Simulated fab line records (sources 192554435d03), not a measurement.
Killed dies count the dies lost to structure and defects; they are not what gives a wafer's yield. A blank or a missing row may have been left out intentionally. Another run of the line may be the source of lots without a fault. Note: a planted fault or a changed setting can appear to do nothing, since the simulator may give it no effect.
Chamber matching :: flow n5 finfet :: N5_BEOL_M5_VIA_ETCH_34 on rie diel-03 has 4 sister chambers
The step etches SiCOH lowk in C4F6/O2, target depth 88.3 nm, time 39.2 s. 8 wafers are shown with their chamber, then 8 later ones without.

## WAFERS WITH THEIR CHAMBER
wafer: L076.6
chamber: 0
drypump motor current A (A): 4.9
throttle valve pct (%): 20.62

wafer: L083.5
chamber: 1
drypump motor current A (A): 6.1
throttle valve pct (%): 21.31

wafer: L084.2
chamber: 0
drypump motor current A (A): 4.9
throttle valve pct (%): 20.65

wafer: L084.4
chamber: 3
drypump motor current A (A): 6.6
throttle valve pct (%): 20.74

wafer: L086.3
chamber: 2
drypump motor current A (A): 5.8
throttle valve pct (%): 20.79

wafer: L086.4
chamber: 1
drypump motor current A (A): 6.1
throttle valve pct (%): 21.32

wafer: L086.6
chamber: 2
drypump motor current A (A): 5.8
throttle valve pct (%): 20.79

wafer: L093.1
chamber: 3
drypump motor current A (A): 6.7
throttle valve pct (%): 20.76

## WAFERS WHOSE CHAMBER IS MISSING
wafer: L093.5
drypump motor current A (A): 5.8
throttle valve pct (%): 20.81

wafer: L093.6
drypump motor current A (A): 6.7
throttle valve pct (%): 20.77

wafer: L094.2
drypump motor current A (A): 6.1
throttle valve pct (%): 21.36

wafer: L094.3
drypump motor current A (A): 5.8
throttle valve pct (%): 20.81

wafer: L094.6
drypump motor current A (A): 4.9
throttle valve pct (%): 20.68

wafer: L096.1
drypump motor current A (A): 4.9
throttle valve pct (%): 20.67

wafer: L096.3
drypump motor current A (A): 6.1
throttle valve pct (%): 21.35

wafer: L096.5
drypump motor current A (A): 6.6
throttle valve pct (%): 20.78

## WHICH CHAMBER EACH ONE RAN IN
wafer: L093.5
from the rows above: 2
in truth: 2

wafer: L093.6
from the rows above: 3
in truth: 3

wafer: L094.2
from the rows above: 1
in truth: 1

wafer: L094.3
from the rows above: 2
in truth: 2

wafer: L094.6
from the rows above: 0
in truth: 0

wafer: L096.1
from the rows above: 0
in truth: 0

wafer: L096.3
from the rows above: 1
in truth: 1

wafer: L096.5
from the rows above: 3
in truth: 3
Correct placement for 8 of the 8. Left unplaced by these rows: 0. Number placed wrongly: 0.
How it was worked out, from the rows above alone: a wafer's distance from a chamber is the root of the sum, over the readings, of the square of ((its reading less the chamber's mean) divided by the reading's scatter). The wafer belongs to the nearest chamber; if the next one is less than 2 further off, it can't be placed. A chamber's mean is the mean of its shown wafers. The scatter: the root of (the sum of the squares of (reading less its chamber's mean) over the shown wafers, divided by (wafers less chambers)).
